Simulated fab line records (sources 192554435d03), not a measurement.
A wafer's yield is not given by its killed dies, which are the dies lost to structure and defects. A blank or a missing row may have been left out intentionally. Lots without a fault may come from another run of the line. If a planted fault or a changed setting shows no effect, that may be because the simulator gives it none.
Chamber matching / flow n5 finfet / N5_HKMG_FIN_ALD_75 on ald hk-01 has 4 sister chambers
The step deposits Al2O3, target thk 1 nm, co reactant pulse time 1 s. 16 wafers are shown with their chamber, then 8 later ones without.

== WAFERS WITH THEIR CHAMBER ==
wafer=L077.1; chamber=1; heater power w (W)=129; precursor pulse height rel=1.050
wafer=L077.2; chamber=0; heater power w (W)=167; precursor pulse height rel=1.033
wafer=L077.6; chamber=0; heater power w (W)=168; precursor pulse height rel=0.946
wafer=L078.3; chamber=1; heater power w (W)=129; precursor pulse height rel=1.013
wafer=L078.5; chamber=2; heater power w (W)=156; precursor pulse height rel=1.026
wafer=L078.6; chamber=3; heater power w (W)=148; precursor pulse height rel=0.974
wafer=L084.1; chamber=1; heater power w (W)=128; precursor pulse height rel=1.016
wafer=L084.4; chamber=3; heater power w (W)=153; precursor pulse height rel=1.000
wafer=L084.6; chamber=2; heater power w (W)=159; precursor pulse height rel=1.008
wafer=L085.2; chamber=0; heater power w (W)=167; precursor pulse height rel=1.000
wafer=L085.3; chamber=1; heater power w (W)=128; precursor pulse height rel=0.989
wafer=L085.4; chamber=2; heater power w (W)=159; precursor pulse height rel=1.004
wafer=L090.2; chamber=2; heater power w (W)=159; precursor pulse height rel=1.000
wafer=L090.4; chamber=1; heater power w (W)=126; precursor pulse height rel=1.015
wafer=L090.6; chamber=0; heater power w (W)=166; precursor pulse height rel=0.954
wafer=L093.2; chamber=3; heater power w (W)=150; precursor pulse height rel=0.986

SIGNATURES, as means of the wafers listed above
reading=heater power w; chamber 0=167.00; chamber 1=128.00; chamber 2=158.25; chamber 3=150.33; scatter within a chamber=1.51
reading=precursor pulse height rel; chamber 0=0.98325; chamber 1=1.01660; chamber 2=1.00950; chamber 3=0.98667; scatter within a chamber=0.0252
Rule: for a wafer and a chamber, the distance is found by dividing, reading by reading, the gap between the wafer's reading and the chamber's mean by the reading's scatter, squaring, summing and taking the root. If the next closest chamber is less than 2 further off than the closest, the wafer can't be placed; otherwise it belongs to the closest. The scatter is the square root of a quotient: the sum, over the shown wafers, of each reading's squared deviation from its chamber's mean, divided by wafers minus chambers.

== WAFERS WITHOUT THEIR CHAMBER ==
wafer=L093.4; heater power w (W)=163; precursor pulse height rel=0.977
wafer=L093.5; heater power w (W)=167; precursor pulse height rel=0.982
wafer=L094.3; heater power w (W)=169; precursor pulse height rel=1.010
wafer=L094.4; heater power w (W)=152; precursor pulse height rel=0.988
wafer=L094.5; heater power w (W)=154; precursor pulse height rel=0.970
wafer=L097.2; heater power w (W)=153; precursor pulse height rel=0.994
wafer=L097.3; heater power w (W)=129; precursor pulse height rel=0.991
wafer=L097.5; heater power w (W)=168; precursor pulse height rel=0.971

== WHICH CHAMBER EACH WENT THROUGH ==
wafer=L093.4; from the rows above=can't be placed: 0 or 2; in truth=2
wafer=L093.5; from the rows above=0; in truth=0
wafer=L094.3; from the rows above=0; in truth=0
wafer=L094.4; from the rows above=3; in truth=3
wafer=L094.5; from the rows above=can't be placed: 3 or 2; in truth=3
wafer=L097.2; from the rows above=can't be placed: 3 or 2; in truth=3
wafer=L097.3; from the rows above=1; in truth=1
wafer=L097.5; from the rows above=0; in truth=0
Correctly placed: 5 of 8. From these rows, 3 cannot be placed; in 3 the true chamber is one of the candidates. Placed wrongly: 0.
